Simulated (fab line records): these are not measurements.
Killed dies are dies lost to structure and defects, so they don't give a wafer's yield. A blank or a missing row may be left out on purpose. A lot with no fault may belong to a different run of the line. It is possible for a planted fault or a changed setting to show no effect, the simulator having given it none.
Chamber matching | flow n5 finfet | cvd co-01 running N5_BEOL_M0_PRE_CLEAN_131: 3 sister chambers
The step time 15 s. 24 wafers are shown with their chamber, then 12 later ones without.

== WAFERS PAIRED WITH THEIR CHAMBERS ==
wafer  | chamber | heater power w (W)
L074.4 | 2       | 80
L074.5 | 0       | 62
L074.6 | 1       | 77
L075.1 | 0       | 60
L075.2 | 1       | 78
L075.6 | 0       | 63
L076.3 | 2       | 77
L076.4 | 1       | 78
L076.5 | 0       | 64
L081.1 | 2       | 82
L081.3 | 1       | 79
L081.5 | 1       | 78
L082.1 | 1       | 81
L082.2 | 0       | 61
L082.3 | 0       | 61
L084.1 | 0       | 64
L084.3 | 0       | 62
L084.6 | 1       | 82
L086.1 | 1       | 78
L086.4 | 1       | 79
L086.5 | 2       | 79
L087.2 | 2       | 82
L087.5 | 1       | 80
L087.6 | 0       | 62

SIGNATURES (means of the wafers above)
reading        | chamber 0 | chamber 1 | chamber 2 | scatter within a chamber
heater power w | 62.11     | 79.00     | 80.00     | 1.62
Rule: a wafer lies at a distance from a chamber equal to the root of the sum of squares, over the readings, of (its reading less the chamber's mean, divided by the reading's scatter). The wafer belongs to the nearest chamber; if the next one is less than 2 further off, it can't be placed. The scatter is the square root of a quotient: the sum, over the shown wafers, of each reading's squared deviation from its chamber's mean, divided by wafers minus chambers.

== WAFERS WITH NO CHAMBER GIVEN ==
wafer  | heater power w (W)
L089.3 | 80
L089.4 | 61
L089.6 | 81
L090.2 | 82
L090.4 | 64
L090.6 | 80
L091.1 | 80
L091.3 | 79
L091.6 | 82
L095.1 | 83
L095.3 | 64
L095.5 | 83

== THE CHAMBER EACH PASSED THROUGH ==
wafer  | from the rows above     | in truth
L089.3 | can't be placed: 2 or 1 | 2
L089.4 | 0                       | 0
L089.6 | can't be placed: 2 or 1 | 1
L090.2 | can't be placed: 2 or 1 | 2
L090.4 | 0                       | 0
L090.6 | can't be placed: 2 or 1 | 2
L091.1 | can't be placed: 2 or 1 | 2
L091.3 | can't be placed: 1 or 2 | 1
L091.6 | can't be placed: 2 or 1 | 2
L095.1 | can't be placed: 2 or 1 | 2
L095.3 | 0                       | 0
L095.5 | can't be placed: 2 or 1 | 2
Correctly placed: 3 of 12. Not placeable from these rows: 9 (in 9, the candidates include the true chamber). Wrongly placed: 0.
